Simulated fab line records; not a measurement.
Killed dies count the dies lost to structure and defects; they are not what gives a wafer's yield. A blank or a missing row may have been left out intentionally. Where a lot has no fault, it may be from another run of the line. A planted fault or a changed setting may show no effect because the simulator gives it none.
Split-lot study ; flow n5 finfet ; 21 wafers read across 7 lots, on a route 1938 steps long

ON THE SPLIT
At N5_MIM_BOT_ETCH_ETCH_03 (etches the open film in Cl2/BCl3, target depth 12 nm), the setting icp w was moved away from the recipe's 800 W on 6 of the 21 wafers read, by -14.7% to +8.3%. For the rest of the wafers, this setting stayed at what the recipe calls for.

The split's own step is where the reading is taken.

THE READING
etch.depth nm (the simulator's own value, which no gauge read), in nm, at N5_MIM_BOT_ETCH_ETCH_03 (etches the open film in Cl2/BCl3, target depth 12 nm). The file gives no usual value for it. Average 12.09 nm, standard deviation 0.27 nm, over the 15 wafers here run with the recipe.

wafer;tool, chamber at the split;icp w as run, W;against the recipe;etch.depth nm, nm;against lot-mates on the recipe
L075.1;rie metal-02, 0;800;recipe;11.84;-
L075.4;rie metal-02, 0;800;recipe;11.74;-
L075.6;rie metal-02, 0;800;recipe;11.78;-
L077.2;rie metal-01, 1;800;recipe;12.24;-
L077.3;rie metal-01, 0;800;recipe;12.32;-
L077.4;rie metal-01, 1;800;recipe;12.22;-
L076.1;rie metal-02, 0;800;recipe;11.63;-
L076.4;rie metal-02, 0;800;recipe;11.7;-
L076.6;rie metal-02, 0;682.4;-14.7%;10.08;-1.58
L078.1;rie metal-01, 1;800;recipe;12.29;-
L078.4;rie metal-01, 0;800;recipe;12.37;-
L078.6;rie metal-01, 1;800;recipe;12.28;-
L079.1;rie metal-03, 0;800;recipe;12.38;-
L079.3;rie metal-03, 0;836.2;+4.5%;12.88;+0.67
L079.4;rie metal-03, 1;800;recipe;12.04;-
L080.1;rie metal-01, 1;853.1;+6.6%;12.92;no lot-mate on the recipe
L080.4;rie metal-01, 0;853.1;+6.6%;13.29;no lot-mate on the recipe
L080.6;rie metal-01, 1;853.1;+6.6%;12.95;no lot-mate on the recipe
L094.4;rie metal-01, 1;866.1;+8.3%;13.14;+0.85
L094.5;rie metal-01, 1;800;recipe;12.15;-
L094.6;rie metal-01, 0;800;recipe;12.44;-

THE FIT
A straight line over all 21 wafers: etch.depth nm changes by +0.139 nm for each +1% of icp w; r = +0.93; the points scatter about the line by 0.25 nm.
The same after taking each lot's own level away (the mean of its wafers on the recipe; 18 wafers): +0.109 nm for each +1%; r = +0.98; scatter 0.097 nm.
According to that fit, moving icp w by its largest amount changes the reading by 1.6 nm.
The lots' own levels span 11.665 to 12.313 nm, that is 2.4 times the standard deviation above.
Thus the slope moves with the lot-to-lot level: the two fits are different.
Check: with one of the wafers moved furthest among these (-14.7%) left out of the fit, the line predicts -1.64 nm for it against its lot-mates. Against them it came out at -1.58 nm.

FURTHER SPLITS ON THESE WAFERS
Other splits were also applied to these wafers ahead of the reading. Each is held against what the fit with the lots' levels taken away leaves over:
other split on the same wafers;wafers away from the commonest value;r with etch.depth nm (lot level and that fit taken away)
N5_BEOL_M12_ILD_DEP_00 time s;4;-0.26
N5_BEOL_M12_COAT_04 spin rpm;6;+0.00
N5_BEOL_M13_EXPOSE_07 dose mj;5;-0.25
N5_BEOL_M13_ETCH_59 time s;9;+0.10
N5_BEOL_M15_COAT_04 spin rpm;5;+0.02
N5_MIM_BOT_ETCH_ETCH_04 time s;13;-0.03

FILE'S OWN FIT
etch.depth nm changes by +0.109 nm for each +1% of icp w, r = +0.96.
